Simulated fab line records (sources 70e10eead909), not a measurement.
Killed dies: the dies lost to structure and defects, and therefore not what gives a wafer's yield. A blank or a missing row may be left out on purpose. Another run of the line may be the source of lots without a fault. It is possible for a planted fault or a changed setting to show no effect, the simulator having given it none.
Which tool did it?	flow nand-harc	33 wafers from 11 lots sampled at 6 of the route's 1159 steps

WHAT THE GAUGES SHOWED, per wafer
NHARC_A_M0_OVL_MEAS_10: pitch 160 nm. Usual: overlay-x-nm -0.1 nm, standard deviation 0.76; overlay-y-nm 0.1 nm, standard deviation 0.72.
lot	measured	on	overlay-x-nm (nm)	overlay-y-nm (nm)	flag
L945	day 17 07:46	overlay-02	-0.4 -1.0 -1.0	-0.2 0.0 -0.4	
L948	day 17 16:08	overlay-02	-0.9 -0.9 -1.3	-0.4 0.2 -0.5	
L946	day 18 02:25	overlay-02	-0.7 -1.0 -0.6	-0.9 -0.1 -0.1	
L956	day 20 04:47	overlay-01	8.0 8.4 7.3	0.5 -0.4 0.1	OFF
L958	day 20 22:27	overlay-01	-0.3 -0.1 -0.1	0.3 0.5 -0.3	
L957	day 20 23:02	overlay-01	9.0 9.0 9.1	0.0 0.6 0.7	OFF
L962	day 21 16:37	overlay-02	-0.5 -0.3 -0.7	-0.8 -0.8 -0.4	
L959	day 22 02:37	overlay-01	8.8 9.6 9.1	0.7 1.1 1.2	OFF
L964	day 22 03:18	overlay-01	0.7 0.7 0.1	-0.4 -0.2 0.5	
L965	day 22 16:53	overlay-01	0.0 -0.3 -0.6	-0.5 -0.8 -0.3	
L968	day 23 16:11	overlay-01	0.4 0.7 -0.1	0.4 -0.4 0.4	

NHARC_END_SORT_01. Usual: defect-limited-yield 95.5 %, standard deviation 1.6; killed-at-array 27, standard deviation 11; killed-at-other 0.8, standard deviation 1.1; killed-at-periphery 2.8, standard deviation 1.9; killed-dies 30, standard deviation 11; killed-open 3.3, standard deviation 1.8; killed-short 2.3, standard deviation 1.5; sort_bin_2_pct 1.4 %, standard deviation 0.68; sort_bin_3_pct 0.27 %, standard deviation 0.22; sort_bin_4_pct 2.8 %, standard deviation 0.99; sort-n-pass 647, standard deviation 11; sort-rim-yield-pct 94.3 %, standard deviation 2.9; sort-yield-pct 95.5 %, standard deviation 1.6.
lot	measured	on	defect-limited-yield (%)	killed-at-array	killed-at-other	killed-at-periphery	killed-dies	killed-open	killed-short	sort_bin_2_pct (%)	sort_bin_3_pct (%)	sort_bin_4_pct (%)	sort-n-pass	sort-rim-yield-pct (%)	sort-yield-pct (%)	flag
L945	day 19 15:28	prober-01	96.6 96.6 95.4	17 18 25	2 0 0	4 5 6	23 23 31	2 5 3	0 3 1	1.2 0.9 0.9	0.15 0.15 0.44	2.1 2.4 3.2	654 654 646	93.4 89.6 98.1	96.6 96.6 95.4	
L948	day 19 13:25	prober-02	93.6 96.3 96.0	37 20 25	0 0 0	6 5 2	43 25 27	6 2 1	2 0 2	2.1 1.8 1.8	0.15 0.15 0.30	4.1 1.8 1.9	634 652 650	92.5 95.3 92.5	93.6 96.3 96.0	
L946	day 20 07:05	prober-01	96.6 97.2 97.9	20 18 14	0 0 0	3 1 0	23 19 14	3 2 1	3 1 1	1.0 0.6 0.3	0 0.15 0.15	2.4 2.1 1.6	654 658 663	94.3 98.1 94.3	96.6 97.2 97.9	
L956	day 21 23:27	prober-01	96.6 97.9 96.6	19 13 18	0 0 0	4 1 5	23 14 23	4 2 5	4 1 3	1.3 0.6 1.2	0.30 0.30 0.30	1.8 1.2 1.9	654 663 654	95.3 94.3 90.6	96.6 97.9 96.6	
L958	day 22 13:26	prober-01	92.2 94.4 94.7	50 31 32	1 2 2	2 5 2	53 38 36	5 5 4	1 4 4	2.4 2.1 1.5	0.59 0 0.59	4.9 3.5 3.2	624 639 641	98.1 92.5 91.5	92.2 94.4 94.7	
L957	day 22 14:14	prober-02	97.2 97.2 97.6	15 16 15	0 1 0	4 2 1	19 19 16	3 1 4	1 5 1	0.4 0.9 0.4	0 0.30 0	2.4 1.6 1.9	658 658 661	94.3 97.2 95.3	97.2 97.2 97.6	
L962	day 23 10:19	prober-01	96.9 95.9 97.0	16 20 18	2 1 0	3 7 2	21 28 20	4 6 3	5 2 1	0.6 1.3 0.7	0.30 0.30 0.15	2.2 2.5 2.1	656 649 657	93.4 97.2 94.3	96.9 95.9 97.0	
L959	day 24 00:11	prober-01	97.0 96.6 95.9	18 21 26	0 0 1	2 2 1	20 23 28	1 2 4	4 6 6	0.3 1.0 1.3	0 0 0.30	2.7 2.4 2.5	657 654 649	94.3 98.1 93.4	97.0 96.6 95.9	
L964	day 24 03:40	prober-02	94.1 95.9 93.9	38 24 41	0 0 0	2 4 0	40 28 41	4 2 3	5 1 2	1.5 1.3 2.7	0.30 0.15 0.15	4.1 2.7 3.2	637 649 636	95.3 90.6 91.5	94.1 95.9 93.9	
L965	day 24 08:15	prober-01	94.8 93.6 92.2	33 42 53	1 1 0	1 0 0	35 43 53	3 5 3	1 2 1	1.5 2.2 2.5	0.30 0.74 0.74	3.4 3.4 4.6	642 634 624	95.3 91.5 91.5	94.8 93.6 92.2	
L968	day 25 09:22	prober-02	96.6 95.9 97.2	20 26 17	3 1 0	0 1 2	23 28 19	0 2 2	1 4 3	1.5 1.3 0.6	0.15 0 0.30	1.8 2.8 1.9	654 649 658	93.4 95.3 95.3	96.6 95.9 97.2	

WHAT TOOL EACH LOT RAN ON (gives the tool, then ch and the chambers of the sampled wafers, and finally the start)
lot	NHARC_A_BLC_CMP_25	NHARC_A_M0_EXPOSE_06	NHARC_A_M0_ETCH_34	NHARC_A_M0_ETCH_15
L945	cmp-03 ch 0,1,2, day 17 06:26	arfi-scanner-03 ch 0, day 17 07:33	rie-diel-06 ch 1,2,3, day 17 07:58	rie-diel-06 ch 1,2,3, day 19 15:28 or earlier
L948	cmp-03 ch 0,2,3, day 17 14:54	arfi-scanner-01 ch 0, day 17 15:55	rie-diel-02 ch 0,1,3, day 17 16:20	rie-diel-02 ch 0,1,3, day 19 13:25 or earlier
L946	cmp-02 ch 0,1,3, day 18 00:39	arfi-scanner-03 ch 0, day 18 02:12	rie-diel-09 ch 0,1,3, day 18 02:37	rie-diel-09 ch 0,1, day 20 07:05 or earlier
L956	cmp-04 ch 1,2, day 20 03:19	arfi-scanner-03 ch 0, day 20 04:34	rie-diel-09 ch 0,1, day 20 04:59	rie-diel-09 ch 1,3, day 21 23:27 or earlier
L958	cmp-02 ch 1,2, day 20 21:05	arfi-scanner-02 ch 0, day 20 22:13	rie-diel-02 ch 0,1, day 20 22:38	rie-diel-02 ch 0,3, day 22 13:26 or earlier
L957	cmp-04 ch 1,2,3, day 20 21:30	arfi-scanner-03 ch 0, day 20 22:48	rie-diel-02 ch 0,2,3, day 20 23:13	rie-diel-02 ch 0,1,2, day 22 14:14 or earlier
L962	cmp-04 ch 0,2, day 21 15:13	arfi-scanner-01 ch 0, day 21 16:23	rie-diel-06 ch 0,1,3, day 21 16:49	rie-diel-06 ch 1,2,3, day 23 10:19 or earlier
L959	cmp-03 ch 0,1,2, day 22 01:23	arfi-scanner-03 ch 0, day 22 02:24	rie-diel-06 ch 0,1,2, day 22 02:49	rie-diel-06 ch 0,3, day 24 00:11 or earlier
L964	cmp-02 ch 0,1,3, day 22 01:48	arfi-scanner-01 ch 0, day 22 03:04	rie-diel-09 ch 2,3, day 22 03:29	rie-diel-09 ch 0,1,2, day 24 03:40 or earlier
L965	cmp-02 ch 1,2,3, day 22 15:29	arfi-scanner-02 ch 0, day 22 16:39	rie-diel-02 ch 0,1,3, day 22 17:04	rie-diel-02 ch 1,2,3, day 24 08:15 or earlier
L968	cmp-04 ch 1,3, day 23 14:46	arfi-scanner-02 ch 0, day 23 15:58	rie-diel-06 ch 2,3, day 23 16:22	rie-diel-06 ch 0,3, day 25 09:22 or earlier
- NHARC_A_BLC_CMP_25: polishes, t overpolish 30 s, target thk 150 nm.
- NHARC_A_M0_EXPOSE_06: exposes mask A M0, target cd 80 nm.
- NHARC_A_M0_ETCH_34: etches the open film in N2/H2, target depth 40 nm, overetch 12 nm, time 43.94 s.
- NHARC_A_M0_ETCH_15: etches the open film in C4F8/Ar, target depth 150 nm, overetch 15 nm, time 82.5 s.

WHAT THE TOOLS THEMSELVES READ (means of the sampled wafers that have a number; where no wafer has one, the mark that the record gives instead)
NHARC_A_BLC_CMP_25. Usual: edge-zone-pressure-frac 1.000, standard deviation 0.0051; motor-current-A 12.3 A, standard deviation 0.78; overpolish-run-s 29.999 s, standard deviation 0.0098; time-to-endpoint-s 29.2 s, standard deviation 2.2.
lot	tool	edge-zone-pressure-frac	motor-current-A (A)	overpolish-run-s (s)	time-to-endpoint-s (s)	flag
L945	cmp-03	0.995	11.9	30.002	27.2	
L948	cmp-03	1.007	12.1	29.988	28.2	
L946	cmp-02	0.999	12.4	29.995	31.1	
L956	cmp-04	1.002	12.0	29.996	29.8	
L958	cmp-02	0.997	12.6	29.998	27.4	
L957	cmp-04	1.003	11.0	30.000	32.6	
L962	cmp-04	1.000	12.1	29.992	26.6	
L959	cmp-03	1.000	12.4	29.999	26.9	
L964	cmp-02	0.998	12.2	30.008	27.2	
L965	cmp-02	1.003	12.8	30.001	30.3	
L968	cmp-04	0.995	11.4	30.010	30.2	

NHARC_A_M0_EXPOSE_06. Usual: focus-offset-nm -0.1 nm, standard deviation 0.52.
lot	tool	focus-offset-nm (nm)	flag
L945	arfi-scanner-03	-0.8	
L948	arfi-scanner-01	-0.2	
L946	arfi-scanner-03	-0.3	
L956	arfi-scanner-03	0.1	
L958	arfi-scanner-02	-0.3	
L957	arfi-scanner-03	0.1	
L962	arfi-scanner-01	-0.3	
L959	arfi-scanner-03	-0.3	
L964	arfi-scanner-01	-0.2	
L965	arfi-scanner-02	-0.4	
L968	arfi-scanner-02	0.6	

NHARC_A_M0_ETCH_34. Usual: drypump-motor-current-A 5.72 A, standard deviation 0.26; oes-product-au 0.999 a.u., standard deviation 0.0092; rf-vpp-V 430.1 V, standard deviation 2.8; showerhead-plenum-p-Torr 2.03 Torr, standard deviation 0.099; throttle-valve-pct 14.171 %, standard deviation 0.0095.
lot	tool	drypump-motor-current-A (A)	oes-product-au (a.u.)	rf-vpp-V (V)	showerhead-plenum-p-Torr (Torr)	throttle-valve-pct (%)	flag
L945	rie-diel-06	5.74	1.006	429.1	2.01	14.177	
L948	rie-diel-02	5.93	1.008	431.8	2.06	14.177	
L946	rie-diel-09	5.53	0.991	432.0	2.10	14.179	
L956	rie-diel-09	5.54	0.994	434.1	2.17	14.174	
L958	rie-diel-02	6.00	0.990	431.7	2.08	14.168	
L957	rie-diel-02	5.90	1.000	428.8	1.99	14.166	
L962	rie-diel-06	5.57	1.005	428.0	1.94	14.170	
L959	rie-diel-06	5.50	1.000	429.9	2.00	14.169	
L964	rie-diel-09	5.68	1.001	427.9	1.95	14.168	
L965	rie-diel-02	5.94	0.997	431.0	2.06	14.160	
L968	rie-diel-06	5.78	1.008	430.5	2.06	14.165	

NHARC_A_M0_ETCH_15. Usual: oes-product-au 0.954 a.u., standard deviation 0.021; rf-vpp-V 440.2 V, standard deviation 2.9.
lot	tool	oes-product-au (a.u.)	rf-vpp-V (V)	flag
L945	rie-diel-06	0.927	439.8	
L948	rie-diel-02	0.966	441.7	
L946	rie-diel-09	0.918	444.0	
L956	rie-diel-09	0.961	440.3	
L958	rie-diel-02	0.936	439.1	
L957	rie-diel-02	0.921	440.9	
L962	rie-diel-06	0.950	439.9	
L959	rie-diel-06	0.924	438.6	
L964	rie-diel-09	0.961	442.4	
L965	rie-diel-02	0.969	441.8	
L968	rie-diel-06	0.971	437.9	

THE ANSWER, worked out from the rows above alone
Rule: a lot is off if the mean of its wafers that have a number lies more than 3 standard deviations from the usual mean. Also off: a lot with no number at a reading for which 4 or more lots have one. All remaining lots with rows at the step are treated as sound. Order of review: gauges by route order, followed by the tools' own readings, for which a lot's mean as printed above is used. At the first step where some lot is off, the reading lying furthest off is the one used; lots without a number count as furthest.
Off: L956, L957, L959 (NHARC_A_M0_OVL_MEAS_10, overlay-x-nm).
A tool fits if, at a process step before that reading, it ran every lot that is off, and no sound lot after the first of them. Gauges at NHARC_A_M0_OVL_MEAS_10: tried the same way as those tools. One candidate fits, namely arfi-scanner-03 at NHARC_A_M0_EXPOSE_06. A fault onset in the window from L946 (day 18 02:12, its last sound lot) to L956 (day 20 04:34, its first lot off) fits.

WHAT THE SIMULATOR HAD PUT IN
Scanner matching overlay: arfi-scanner-03, from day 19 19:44 on, at NHARC_A_M0_EXPOSE_06. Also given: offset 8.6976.
Lots struck among those shown: L956, L957, L959. The same result came from the rule above.
